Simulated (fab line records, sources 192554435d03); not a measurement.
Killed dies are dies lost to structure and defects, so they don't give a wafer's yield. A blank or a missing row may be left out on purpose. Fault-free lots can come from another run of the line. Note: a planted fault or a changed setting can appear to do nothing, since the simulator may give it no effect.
fab line records ; flow n5_finfet
record: lots: 7; wafers: 21
route steps=1938 shown BEOL_M8@1370 BEOL_M9@1431 BEOL_M12@1602 BEOL_M13@1661
start_h: hours from the record's opening day to when the first of the lot's shown wafers began ; wait_h: hours elapsed since this lot's preceding step ; " as in the row above ; L1.1+2: a single row standing in for several wafers ; - no value, or no start given ; * or withheld: withheld ; < > ~ a bound
route shown NAME@n: a module of which the file shows steps, and the number in the route of the first ; usual: mean/standard deviation of fault-free wafers ; same: alike in all rows ; chamber/n: place in a boat ; sites: per-site readings ; _std_site: standard deviation of those values ; _edge_site: outer sites' mean less inner sites' ; radius_mm: how far each site lies from the wafer's centre ; mask NAME#n: copy n ; behind: the tool/chamber that last shaped the wafer ; hold: why the lot was held/for how many hours/how that ended ; device: the transistor (n, p or np) that didn't switch ; end of line: tests run on the same wafers once the route is complete ; a step given without rows: its recipe and nothing more ; killed: not the wafer's yield, but the dies lost to structure and defects at the first sort ; map: dies across one wafer; x = killed, . = not, _ = none there
set.NAME: the run value of the setting; set.NAME@STEP: its run value at that earlier step ; model.NAME: the simulator's own value behind a step, which no gauge read
lots run with intentionally changed settings; tables by step, rows by wafer
== steps ==
step: N5_BEOL_M8_ETCH_65
recipe: chemistry: CF4; target: SiARC; target_depth_a: 156; mask_material: CAR-EUV; time_s: 26; ion_energy_ev: 80; pressure_mtorr: 40; source_w: 545; bias_w: 36; Ar_flow_sccm: 100; cf4_flow_sccm: 100; ends: cleared
lot.wafer;tool;chamber;start_h;wait_h;set.cf4_flow_sccm
L076.2;rie_diel-02;2;240.75;0.0;82.48
L076.3+5;rie_diel-02;1;240.75;0.0;100
L078.1;rie_diel-02;3;257.50;0.0;100
L078.2+6;rie_diel-02;1,3;257.50;0.0;108.7
L082.2+3+4;rie_diel-06;1,0,2;283.01;0.0;100
L083.1+2+5;rie_diel-02;2,0,2;286.39;0.0;121.3
L085.1+2;rie_diel-05;2,1;310.99;0.0;119
L085.5;rie_diel-05;2;310.99;0.0;100
L090.1+5+6;rie_diel-02;2,3,2;341.53;0.0;100
L093.1+3+5;rie_diel-06;3,0,3;354.57;0.0;100
step: N5_BEOL_M8_ETCH_66
recipe: chemistry: N2/H2; target: SOC; target_depth_a: 800; overetch_a: 160; mask_material: SiARC; temp_c: 40; time_s: 120; ion_energy_ev: 200; pressure_mtorr: 30; source_w: 840; bias_w: 150; n2_flow_sccm: 200; h2_flow_sccm: 200
lot.wafer;tool;chamber;start_h;wait_h;set.spin_rpm@BEOL_M8_COAT_63;model.etch.depth_nm
L076.2;rie_diel-02;2;240.78;0.0;1500;60.03
L076.3;rie_diel-02;1;240.78;0.0;1500;60.01
L076.5;rie_diel-02;1;240.78;0.0;1500;60
L078.1;rie_diel-02;3;257.53;0.0;1500;60.26
L078.2;rie_diel-02;1;257.53;0.0;1601;58.25
L078.6;rie_diel-02;3;257.53;0.0;1500;60
L082.2+3;rie_diel-06;1,0;283.04;0.0;1500;60.02
L082.4;rie_diel-06;2;283.04;0.0;1500;60.14
L083.1;rie_diel-02;2;286.42;0.0;1543;59.38
L083.2;rie_diel-02;0;286.42;0.0;1543;59.6
L083.5;rie_diel-02;2;286.42;0.0;1500;60.2
L085.1;rie_diel-05;2;311.02;0.0;1500;59.95
L085.2;rie_diel-05;1;311.02;0.0;1500;59.85
L085.5;rie_diel-05;2;311.02;0.0;1500;59.81
L090.1;rie_diel-02;2;341.56;0.0;1571;59.02
L090.5;rie_diel-02;3;341.56;0.0;1500;60.19
L090.6;rie_diel-02;2;341.56;0.0;1500;60.24
L093.1;rie_diel-06;3;354.59;0.0;1500;59.83
L093.3;rie_diel-06;0;354.59;0.0;1500;59.98
L093.5;rie_diel-06;3;354.59;0.0;1446;61.16
step: N5_BEOL_M8_STRIP_69
recipe: chemistry: N2/H2; temp_c: 40; n2_flow_sccm: 200; h2_flow_sccm: 200; rf_frequency_hz: 6e+07
step: N5_BEOL_M8_STRIP_73
recipe: chemistry: N2/H2; temp_c: 40; n2_flow_sccm: 200; h2_flow_sccm: 200; rf_frequency_hz: 6e+07
step: N5_BEOL_M8_VIA_ETCH_34
recipe: chemistry: C4F6/O2; target: SiCOH_lowk; target_depth_a: 1255; mask_material: SOC; taper_deg: 4; time_s: 50.5; ion_energy_ev: 250; pressure_mtorr: 30; source_w: 345; bias_w: 185; Ar_flow_sccm: 300; C4F6_flow_sccm: 10; O2_flow_sccm: 10
lot.wafer;tool;chamber;start_h;wait_h;set.spin_rpm@BEOL_M8_COAT_63;model.SOC_of_BEOL_M8_COAT_63.thk_nm
L076.2;rie_diel-02;2;240.88;0.0;1500;54
L076.3+5;rie_diel-02;1;240.88;0.0;1500;54.2
L078.1;rie_diel-02;3;257.63;0.0;1500;54
L078.2;rie_diel-02;1;257.63;0.0;1601;52.4
L078.6;rie_diel-02;3;257.63;0.0;1500;53.8
L082.2+3;rie_diel-06;1,0;283.14;0.0;1500;54
L082.4;rie_diel-06;2;283.14;0.0;1500;54.2
L083.1+2;rie_diel-02;2,0;286.52;0.0;1543;53.4
L083.5;rie_diel-02;2;286.52;0.0;1500;54.2
L085.1+2+5;rie_diel-05;2,1,2;311.12;0.0;1500;54
L090.1;rie_diel-02;2;341.66;0.0;1571;53
L090.5+6;rie_diel-02;3,2;341.66;0.0;1500;54.2
L093.1;rie_diel-06;3;354.70;0.0;1500;53.8
L093.3;rie_diel-06;0;354.70;0.0;1500;54
L093.5;rie_diel-06;3;354.70;0.0;1446;55.2
step: N5_BEOL_M8_TRENCH_ETCH_37
recipe: chemistry: C4F6/O2; target_depth_a: 934.78; target: SiCOH_lowk; time_s: 31.2; ion_energy_ev: 250; pressure_mtorr: 30; source_w: 345; bias_w: 185; Ar_flow_sccm: 300; C4F6_flow_sccm: 10; O2_flow_sccm: 10
usual: rf_vpp_V: 660/10
lot.wafer;tool;chamber;start_h;wait_h;set.bias_w;rf_vpp_V
L076.2;rie_diel-02;2;-;-;166.5;596
L076.3;rie_diel-02;1;-;-;166.5;605
L076.5;rie_diel-02;1;-;-;166.5;605
L078.1;rie_diel-02;3;-;-;185;668
L078.2;rie_diel-02;1;-;-;169.9;615
L078.6;rie_diel-02;3;-;-;185;669
L082.2;rie_diel-06;1;-;-;185;659
L082.3;rie_diel-06;0;-;-;185;672
L082.4;rie_diel-06;2;-;-;185;689
L083.1;rie_diel-02;2;-;-;185;647
L083.2;rie_diel-02;0;-;-;172.9;619
L083.5;rie_diel-02;2;-;-;185;648
L085.1;rie_diel-05;2;-;-;174.8;639
L085.2;rie_diel-05;1;-;-;185;658
L085.5;rie_diel-05;2;-;-;185;667
L090.1;rie_diel-02;2;-;-;185;647
L090.5;rie_diel-02;3;-;-;159.4;594
L090.6;rie_diel-02;2;-;-;185;647
L093.1;rie_diel-06;3;-;-;185;647
L093.3;rie_diel-06;0;-;-;185;671
L093.5;rie_diel-06;3;-;-;185;648
step: N5_BEOL_M9_EXPOSE_25
recipe: mask_id: V8; na: 0.33; source_shape: annular; sigma_inner: 0.4; sigma_outer: 0.8; polarization: unpolarized; dose_mj: 37.25
lot.wafer;tool;chamber;start_h;wait_h;mask;set.dose_mj
L076.2+5;euv_scanner-01;0;251.51;-;V8#0;38.07
L076.3;euv_scanner-01;0;251.51;-;V8#0;37.25
L078.1+6;euv_scanner-01;0;266.24;-;V8#0;37.25
L078.2;euv_scanner-01;0;266.24;-;V8#0;38.15
L082.2+3+4;euv_scanner-02;0;290.48;-;V8#0;37.25
L083.1+2;euv_scanner-02;0;293.30;-;V8#0;39.64
L083.5;euv_scanner-02;0;293.30;-;V8#0;37.25
L085.1;euv_scanner-02;0;318.08;-;V8#0;37.25
L085.2+5;euv_scanner-02;0;318.08;-;V8#0;34.86
L090.1+5+6;euv_scanner-01;0;347.76;-;V8#0;37.25
L093.1;euv_scanner-01;0;364.41;-;V8#0;37.25
L093.3+5;euv_scanner-01;0;364.41;-;V8#0;35.52
step: N5_BEOL_M9_PEB_26
recipe: peb_temp_c: 100; peb_time_s: 60; resist: CAR-EUV
step: N5_BEOL_M9_DEVELOP_27
recipe: develop_time_s: 30; developer: TMAH; resist: CAR-EUV; rinse_liquid: surfactant_rinse; dry: air_spin; dev_temp_c: 23
step: N5_BEOL_M9_CD_MEAS_28
recipe: target_cd_nm: 70; landing_energy_ev: 500; detector: se_inlens; polarity: opening
usual: cd_nm: 70.07/0.23
lot.wafer;tool;chamber;start_h;wait_h;set.dose_mj@BEOL_M9_EXPOSE_25;cd_nm
L076.2;cd_sem-01;0;251.63;-;38.07;70.77
L076.3;cd_sem-01;0;251.63;-;37.25;70.09
L076.5;cd_sem-01;0;251.63;-;38.07;70.29
L078.1;cd_sem-03;0;266.37;-;37.25;70.03
L078.2;cd_sem-03;0;266.37;-;38.15;70.74
L078.6;cd_sem-03;0;266.37;-;37.25;70.17
L082.2;cd_sem-03;0;290.61;-;37.25;70.11
L082.3;cd_sem-03;0;290.61;-;37.25;70.27
L082.4;cd_sem-03;0;290.61;-;37.25;70.17
L083.1;cd_sem-02;0;293.43;-;39.64;71.42
L083.2;cd_sem-02;0;293.43;-;39.64;71.33
L083.5;cd_sem-02;0;293.43;-;37.25;70.31
L085.1;cd_sem-03;0;318.21;-;37.25;70.15
L085.2;cd_sem-03;0;318.21;-;34.86;68.07
L085.5;cd_sem-03;0;318.21;-;34.86;68.21
L090.1;cd_sem-03;0;347.89;-;37.25;69.78
L090.5;cd_sem-03;0;347.89;-;37.25;69.80
L090.6;cd_sem-03;0;347.89;-;37.25;69.84
L093.1;cd_sem-02;0;364.54;-;37.25;70.22
L093.3;cd_sem-02;0;364.54;-;35.52;68.88
L093.5;cd_sem-02;0;364.54;-;35.52;69.01
step: N5_BEOL_M9_ETCH_66
recipe: chemistry: N2/H2; target: SOC; target_depth_a: 800; overetch_a: 160; mask_material: SiARC; temp_c: 40; time_s: 120; ion_energy_ev: 200; pressure_mtorr: 30; source_w: 840; bias_w: 150; n2_flow_sccm: 200; h2_flow_sccm: 200
lot.wafer;tool;chamber;start_h;wait_h;set.time_s;model.SiARC_of_BEOL_M9_COAT_64.thk_nm
L076.2+3;rie_diel-01;1,0;251.84;0.0;132;5.8
L076.5;rie_diel-01;2;251.84;0.0;120;6.6
L078.1;rie_diel-01;1;266.57;0.0;120;6.4
L078.2;rie_diel-01;0;266.57;0.0;142.3;5.4
L078.6;rie_diel-01;2;266.57;0.0;142.3;5.6
L082.2+4;rie_diel-01;1;290.81;0.0;120;6.4
L082.3;rie_diel-01;2;290.81;0.0;120;6.6
L083.1+5;rie_diel-01;1,0;293.63;0.0;103.1;7.2
L083.2;rie_diel-01;3;293.63;0.0;120;6
L085.1+5;rie_diel-04;3;318.41;0.0;120;6.4
L085.2;rie_diel-04;2;318.41;0.0;120;6.2
L090.1+5;rie_diel-04;3;348.39;0.0;145.1;5.2
L090.6;rie_diel-04;0;348.39;0.0;120;6.2
L093.1+3;rie_diel-03;1,0;364.75;0.0;120;6.6
L093.5;rie_diel-03;3;364.75;0.0;94.46;7.4
step: N5_BEOL_M12_ILD_DEP_00
recipe: material: SiOC; target_thk_a: 6589.2; temp_c: 350; precursor: DEMS/O2; pressure_torr: 5; rf_w: 500; time_s: 130.7
lot.wafer;tool;chamber;start_h;wait_h;set.time_s;model.SiOC_of_BEOL_M12_ILD_DEP_00.thk_nm
L076.2;pecvd-03;1;272.94;0.0;130.7;658
L076.3;pecvd-03;2;272.94;0.0;142.9;719.4
L076.5;pecvd-03;1;272.94;0.0;130.7;662.8
L078.1;pecvd-03;1;289.06;0.0;120.6;601
L078.2;pecvd-03;2;289.06;0.0;130.7;653.4
L078.6;pecvd-03;1;289.06;0.0;130.7;655.6
L082.2;pecvd-01;1;312.13;0.0;130.7;651.4
L082.3;pecvd-01;2;312.13;0.0;130.7;655
L082.4;pecvd-01;1;312.13;0.0;130.7;668.8
L083.1;pecvd-03;1;312.63;0.0;130.7;650.4
L083.2;pecvd-03;2;312.63;0.0;130.7;660.2
L083.5;pecvd-03;1;312.63;0.0;130.7;664.8
L085.1;pecvd-03;2;339.11;0.0;130.7;659.6
L085.2;pecvd-03;1;339.11;0.0;130.7;650.8
L085.5;pecvd-03;2;339.11;0.0;130.7;665.8
L090.1;pecvd-03;0;369.72;0.0;122.8;618.4
L090.5;pecvd-03;0;369.72;0.0;130.7;660.2
L090.6;pecvd-03;1;369.72;0.0;130.7;653
L093.1;pecvd-04;2;387.42;0.0;130.7;639.2
L093.3;pecvd-04;1;387.42;0.0;130.7;655.6
L093.5;pecvd-04;2;387.42;0.0;119.3;587
step: N5_BEOL_M12_THK_MEAS_01
recipe: reads: SiOC_of_BEOL_M12_ILD_DEP_00
usual: M12_ILD_THK: 660/7.5
lot.wafer;tool;chamber;start_h;wait_h;set.time_s@BEOL_M12_ILD_DEP_00;M12_ILD_THK[nm]
L076.2;film_metro-02;-;273.08;0.1;130.7;658
L076.3;film_metro-02;-;273.08;0.1;142.9;719
L076.5;film_metro-02;-;273.08;0.1;130.7;663
L078.1;film_metro-02;-;289.19;0.1;120.6;601
L078.2;film_metro-02;-;289.19;0.1;130.7;654
L078.6;film_metro-02;-;289.19;0.1;130.7;655
L082.2;film_metro-01;-;312.26;0.1;130.7;652
L082.3;film_metro-01;-;312.26;0.1;130.7;655
L082.4;film_metro-01;-;312.26;0.1;130.7;668
L083.1;film_metro-01;-;312.76;0.1;130.7;651
L083.2;film_metro-01;-;312.76;0.1;130.7;661
L083.5;film_metro-01;-;312.76;0.1;130.7;665
L085.1;film_metro-01;-;339.24;0.1;130.7;659
L085.2;film_metro-01;-;339.24;0.1;130.7;651
L085.5;film_metro-01;-;339.24;0.1;130.7;666
L090.1;film_metro-02;-;369.85;0.1;122.8;618
L090.5;film_metro-02;-;369.85;0.1;130.7;660
L090.6;film_metro-02;-;369.85;0.1;130.7;653
L093.1;film_metro-02;-;387.55;0.1;130.7;639
L093.3;film_metro-02;-;387.55;0.1;130.7;655
L093.5;film_metro-02;-;387.55;0.1;119.3;587
step: N5_BEOL_M12_COAT_58
recipe: resist: BARC; temp_c: 205; time_s: 60; spin_rpm: 1500; resist_thk_nm: 89
step: N5_BEOL_M12_COAT_04
recipe: spin_rpm: 1625; resist_thk_nm: 400
step: N5_BEOL_M12_DESCUM_15
recipe: chemistry: O2; time_s: 7.9; source_power_w: 50; bias_power_w: 20; pressure_mtorr: 20; rf_frequency_hz: 2.712e+07; temp_c: 40; o2_flow_sccm: 225
step: N5_BEOL_M12_ETCH_59
recipe: chemistry: N2/H2; target: BARC; target_depth_a: 890; overetch_a: 267; time_s: 67.9; ion_energy_ev: 200; pressure_mtorr: 30; source_w: 840; bias_w: 150; n2_flow_sccm: 200; h2_flow_sccm: 200
step: N5_BEOL_M12_VIA_ETCH_16
recipe: chemistry: C4F8/O2/Ar; target: SiOC; pressure_mtorr: 30; source_w: 3000; bias_w: 700; Ar_flow_sccm: 400; C4F8_flow_sccm: 15; O2_flow_sccm: 8; he_inner_torr: 15; he_outer_torr: 30; target_depth_a: 7248; time_s: withheld; ion_energy_ev: 250; ends: cleared
lot.wafer;tool;chamber;start_h;wait_h;set.time_s@BEOL_M12_ILD_DEP_00;model.etch.depth_nm;model.coat_of_BEOL_M12_COAT_04.thk_nm
L076.2;rie_diel-06;1;273.71;0.0;*;658;122
L076.3;rie_diel-06;3;273.71;0.0;*;719.4;104.6
L076.5;rie_diel-06;1;273.71;0.0;*;662.8;121
L078.1;rie_diel-05;0;289.80;0.0;*;601;142.2
L078.2;rie_diel-05;3;289.80;0.0;*;653.4;121.8
L078.6;rie_diel-05;0;289.80;0.0;*;655.6;125.6
L082.2;rie_diel-06;2;312.87;0.0;*;651.4;129.4
L082.3;rie_diel-06;0;312.87;0.0;*;655.1;127
L082.4;rie_diel-06;3;312.87;0.0;*;668.9;123.2
L083.1;rie_diel-05;0;313.24;0.0;*;650.3;126.8
L083.2;rie_diel-05;1;313.24;0.0;*;660.2;121.6
L083.5;rie_diel-05;3;313.24;0.0;*;664.8;119
L085.1;rie_diel-02;0;340.04;0.0;*;659.5;120.4
L085.2;rie_diel-02;2;340.04;0.0;*;650.7;124.2
L085.5;rie_diel-02;2;340.04;0.0;*;665.9;121.2
L090.1;rie_diel-02;1;370.45;0.0;*;618.4;136.4
L090.5;rie_diel-02;1;370.45;0.0;*;660.1;123.8
L090.6;rie_diel-02;2;370.45;0.0;*;653;127.4
L093.1;rie_diel-06;0;388.15;0.0;*;639.2;127.4
L093.3;rie_diel-06;3;388.15;0.0;*;655.6;123.2
L093.5;rie_diel-06;2;388.15;0.0;*;587.1;143.6
step: N5_BEOL_M12_STRIP_63
recipe: chemistry: N2/H2; power_w: 1000; temp_c: 250; h2_frac: 0.65; overash_fraction: 0.3; pressure_mtorr: 1000; n2_flow_sccm: 1750; h2_flow_sccm: 3250
usual: strip_time_to_endpoint_s: 42.5/0.77
lot.wafer;tool;chamber;start_h;wait_h;set.time_s@BEOL_M12_ILD_DEP_00;strip_time_to_endpoint_s
L076.2;plasma_asher-02;0;273.91;-;130.7;42.2
L076.3;plasma_asher-02;0;273.91;-;142.9;37.5
L076.5;plasma_asher-02;1;273.91;-;130.7;41.9
L078.1;plasma_asher-01;1;290.00;-;120.6;47.6
L078.2;plasma_asher-01;0;290.00;-;130.7;42.2
L078.6;plasma_asher-01;1;290.00;-;130.7;43.2
L082.2;plasma_asher-02;0;313.07;-;130.7;44.2
L082.3;plasma_asher-02;1;313.07;-;130.7;43.6
L082.4;plasma_asher-02;0;313.07;-;130.7;42.5
L083.1;plasma_asher-02;1;313.44;-;130.7;43.5
L083.2;plasma_asher-02;0;313.44;-;130.7;42.1
L083.5;plasma_asher-02;0;313.44;-;130.7;41.4
L085.1;plasma_asher-01;0;340.24;-;130.7;41.8
L085.2;plasma_asher-01;1;340.24;-;130.7;42.8
L085.5;plasma_asher-01;0;340.24;-;130.7;42.0
L090.1;plasma_asher-01;0;370.65;-;122.8;46.1
L090.5;plasma_asher-01;1;370.65;-;130.7;42.7
L090.6;plasma_asher-01;0;370.65;-;130.7;43.7
L093.1;plasma_asher-01;1;388.35;-;130.7;43.7
L093.3;plasma_asher-01;0;388.35;-;130.7;42.5
L093.5;plasma_asher-01;0;388.35;-;119.3;48.0
step: N5_BEOL_M12_STRIP_64
recipe: chemistry: N2/H2; power_w: 1000; temp_c: 250; h2_frac: 0.65; overash_fraction: 0.3; pressure_mtorr: withheld; n2_flow_sccm: 1750; h2_flow_sccm: 3250
step: N5_BEOL_M12_STRIP_71
recipe: chemistry: post_etch_residue_remover; time_s: 60; temp_c: 25; remover_ph: withheld; remover_water_wt_pct: withheld; remover_fluoride_wt_pct: withheld
step: N5_BEOL_M12_STRIP_37
recipe: chemistry: N2/H2; power_w: 1000; temp_c: 250; h2_frac: 0.65; overash_fraction: 0.3; pressure_mtorr: withheld; n2_flow_sccm: 1750; h2_flow_sccm: 3250
step: N5_BEOL_M12_ETCH_38
recipe: chemistry: CF4/N2; target: SiCN; target_depth_a: 687; taper_deg: 2; time_s: 73.4; ion_energy_ev: 150; mask_material: SiO2; pressure_mtorr: 40; source_w: 430; bias_w: 70; Ar_flow_sccm: 100; cf4_flow_sccm: 60; n2_flow_sccm: 60
lot.wafer;tool;chamber;start_h;wait_h;set.time_s@BEOL_M12_ILD_DEP_00;model.SiOC_of_BEOL_M12_ILD_DEP_00.thk_nm
L076.2;rie_diel-06;2;277.46;-;130.7;609
L076.3;rie_diel-06;3;277.46;-;142.9;670.8
L076.5;rie_diel-06;3;277.46;-;130.7;614.2
L078.1;rie_diel-02;3;296.92;-;120.6;550.8
L078.2;rie_diel-02;0;296.92;-;130.7;603.4
L078.6;rie_diel-02;0;296.92;-;130.7;605.6
L082.2;rie_diel-05;1;316.33;-;130.7;602.2
L082.3;rie_diel-05;0;316.33;-;130.7;606.8
L082.4;rie_diel-05;3;316.33;-;130.7;618.6
L083.1;rie_diel-06;2;316.46;-;130.7;601.4
L083.2;rie_diel-06;1;316.46;-;130.7;610.6
L083.5;rie_diel-06;0;316.46;-;130.7;615
L085.1;rie_diel-02;2;341.92;-;130.7;611.6
L085.2;rie_diel-02;0;341.92;-;130.7;601.8
L085.5;rie_diel-02;2;341.92;-;130.7;618
L090.1;rie_diel-05;3;374.58;-;122.8;568.2
L090.5;rie_diel-05;2;374.58;-;130.7;611.6
L090.6;rie_diel-05;1;374.58;-;130.7;604.6
L093.1;rie_diel-06;1;391.07;-;130.7;589.2
L093.3;rie_diel-06;0;391.07;-;130.7;605.4
L093.5;rie_diel-06;0;391.07;-;119.3;537.4
step: N5_BEOL_M13_COAT_58
recipe: resist: BARC; temp_c: 205; time_s: 60; spin_rpm: 1500; resist_thk_nm: 89
lot.wafer;tool;chamber;start_h;wait_h;set.spin_rpm;model.BARC_of_BEOL_M13_COAT_58.thk_nm
L076.2+3;litho_track-02;0;281.64;0.0;1500;89
L076.5;litho_track-02;0;281.64;0.0;1500;88.8
L078.1+6;litho_track-01;0;300.58;0.0;1500;88.8
L078.2;litho_track-01;0;300.58;0.0;1500;89
L082.2+3+4;litho_track-02;0;318.03;0.0;1500;88.8
L083.1+5;litho_track-04;0;318.69;0.0;1500;89
L083.2;litho_track-04;0;318.69;0.0;1500;88.8
L085.1;litho_track-02;0;343.90;0.0;1500;88.8
L085.2+5;litho_track-02;0;343.90;0.0;1348;93.8
L090.1+5;litho_track-01;0;377.00;0.0;1395;92.4
L090.6;litho_track-01;0;377.00;0.0;1500;89
L093.1+3;litho_track-04;0;393.38;0.0;1500;89
L093.5;litho_track-04;0;393.38;0.0;1500;88.8
== key ==
split: step: N5_BEOL_M8_ETCH_65; setting: cf4_flow_sccm; stated: 100; by: wafer
response none clear
split: step: N5_BEOL_M8_TRENCH_ETCH_37; setting: bias_w; stated: 185; by: wafer
response: step: N5_BEOL_M8_TRENCH_ETCH_37; reading: rf_vpp_V; change: +4.49; per: 1%; r: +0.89
split: step: N5_BEOL_M9_EXPOSE_25; setting: dose_mj; stated: 37.25; by: wafer
response: step: N5_BEOL_M9_CD_MEAS_28; reading: cd_nm; change: +0.246; per: 1%; r: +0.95
split: step: N5_BEOL_M9_ETCH_66; setting: time_s; stated: 120; by: wafer
response: step: N5_BEOL_M9_ETCH_66; reading: model.SiARC_of_BEOL_M9_COAT_64.thk_nm; change: -0.0519; per: 1%; r: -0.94
split: step: N5_BEOL_M12_ILD_DEP_00; setting: time_s; stated: 130.7; by: wafer
response: step: N5_BEOL_M12_ILD_DEP_00; reading: model.SiOC_of_BEOL_M12_ILD_DEP_00.thk_nm; change: +6.64; per: 1%; r: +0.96
response: step: N5_BEOL_M12_THK_MEAS_01; reading: M12_ILD_THK; change: +6.64; per: 1%; r: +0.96
response: step: N5_BEOL_M12_VIA_ETCH_16; reading: model.etch.depth_nm; change: +6.63; per: 1%; r: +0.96
response: step: N5_BEOL_M12_VIA_ETCH_16; reading: model.coat_of_BEOL_M12_COAT_04.thk_nm; change: -2.03; per: 1%; r: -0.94
response: step: N5_BEOL_M12_STRIP_63; reading: strip_time_to_endpoint_s; change: *; per: 1%; r: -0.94
response: step: N5_BEOL_M12_ETCH_38; reading: model.SiOC_of_BEOL_M12_ILD_DEP_00.thk_nm; change: +6.67; per: 1%; r: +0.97
split: step: N5_BEOL_M13_COAT_58; setting: spin_rpm; stated: 1500; by: wafer
response: step: N5_BEOL_M13_COAT_58; reading: model.BARC_of_BEOL_M13_COAT_58.thk_nm; change: -0.491; per: 1%; r: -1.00
split outside_this_file step=N5_BEOL_M8_COAT_63 setting=spin_rpm
split outside_this_file: this setting was split too, and the file shows its column; the key of that split is in another file
